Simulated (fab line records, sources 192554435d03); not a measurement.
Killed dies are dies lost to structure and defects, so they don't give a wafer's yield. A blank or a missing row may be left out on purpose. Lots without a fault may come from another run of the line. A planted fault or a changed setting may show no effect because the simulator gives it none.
Chamber matching | flow n5_finfet | N5_BEOL_M0_STRIP_140 on rie_diel-01: 4 sister chambers
The step strips in CF4. 4 wafers are shown with their chamber, then 11 later ones without.

WAFERS WITH THEIR CHAMBER
wafer  | chamber | drypump_motor_current_A (A)
L081.3 | 0       | 6.0
L081.6 | 1       | 6.0
L084.6 | 3       | 5.3
L086.2 | 2       | 5.9

WAFERS WITHOUT THEIR CHAMBER
wafer  | drypump_motor_current_A (A)
L086.3 | 6.1
L086.6 | 5.3
L089.1 | 6.0
L089.2 | 5.9
L089.3 | 5.3
L089.4 | 6.0
L089.5 | 5.9
L089.6 | 5.3
L093.2 | 6.1
L093.5 | 5.3
L093.6 | 6.0

WHICH CHAMBER EACH WENT THROUGH
wafer  | from the rows above     | in truth
L086.3 | can't be placed: 0 or 1 | 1
L086.6 | 3                       | 3
L089.1 | can't be placed: 0 or 1 | 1
L089.2 | 2                       | 2
L089.3 | 3                       | 3
L089.4 | can't be placed: 0 or 1 | 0
L089.5 | 2                       | 2
L089.6 | 3                       | 3
L093.2 | can't be placed: 0 or 1 | 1
L093.5 | 3                       | 3
L093.6 | can't be placed: 0 or 1 | 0
Placed correctly: 6 of 11. Can't be placed from these rows: 5 (the true chamber is among the candidates in 5). Placed wrongly: 0.
How it was worked out, from the rows above alone: a wafer's distance from a chamber is the root of the sum, over the readings, of the square of ((its reading less the chamber's mean) divided by the reading's scatter). The wafer belongs to the nearest chamber; if the next one is less than 2 further off, it can't be placed. A chamber's mean is the mean of its shown wafers. The scatter: with one shown wafer a chamber, the root of the mean of the squares of how far each hidden wafer lies from its nearest shown one.
